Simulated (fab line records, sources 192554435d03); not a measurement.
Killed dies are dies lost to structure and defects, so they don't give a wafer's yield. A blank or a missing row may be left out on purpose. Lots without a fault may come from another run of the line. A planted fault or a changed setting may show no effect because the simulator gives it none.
Chamber matching | flow n5_finfet | N5_PASSIVATION_STRIP_14 on rie_diel-02: 4 sister chambers
The step strips in O2. 8 wafers are shown with their chamber, then 8 later ones without.

WAFERS WITH THEIR CHAMBER
wafer  | chamber | throttle_valve_pct (%) | drypump_motor_current_A (A)
L081.4 | 2       | 16.1                   | 5.7
L084.1 | 1       | 16.5                   | 5.9
L084.3 | 0       | 17.0                   | 6.0
L084.4 | 3       | 17.1                   | 5.1
L085.3 | 3       | 17.1                   | 5.0
L085.5 | 2       | 16.1                   | 5.8
L085.6 | 1       | 16.5                   | 5.9
L087.2 | 0       | 17.1                   | 6.0

WAFERS WITHOUT THEIR CHAMBER
wafer  | throttle_valve_pct (%) | drypump_motor_current_A (A)
L087.4 | 16.5                   | 6.0
L087.6 | 16.1                   | 5.8
L086.1 | 16.1                   | 5.8
L086.2 | 17.1                   | 5.1
L086.5 | 17.1                   | 5.1
L094.4 | 17.1                   | 5.0
L094.5 | 17.1                   | 5.0
L094.6 | 17.0                   | 6.0

WHICH CHAMBER EACH WENT THROUGH
wafer  | from the rows above | in truth
L087.4 | 1                   | 1
L087.6 | 2                   | 2
L086.1 | 2                   | 2
L086.2 | 3                   | 3
L086.5 | 3                   | 3
L094.4 | 3                   | 3
L094.5 | 3                   | 3
L094.6 | 0                   | 0
Placed correctly: 8 of 8. Can't be placed from these rows: 0. Placed wrongly: 0.
How it was worked out, from the rows above alone: a wafer's distance from a chamber is the root of the sum, over the readings, of the square of ((its reading less the chamber's mean) divided by the reading's scatter). The wafer belongs to the nearest chamber; if the next one is less than 2 further off, it can't be placed. A chamber's mean is the mean of its shown wafers. The scatter: the root of (the sum of the squares of (reading less its chamber's mean) over the shown wafers, divided by (wafers less chambers)).
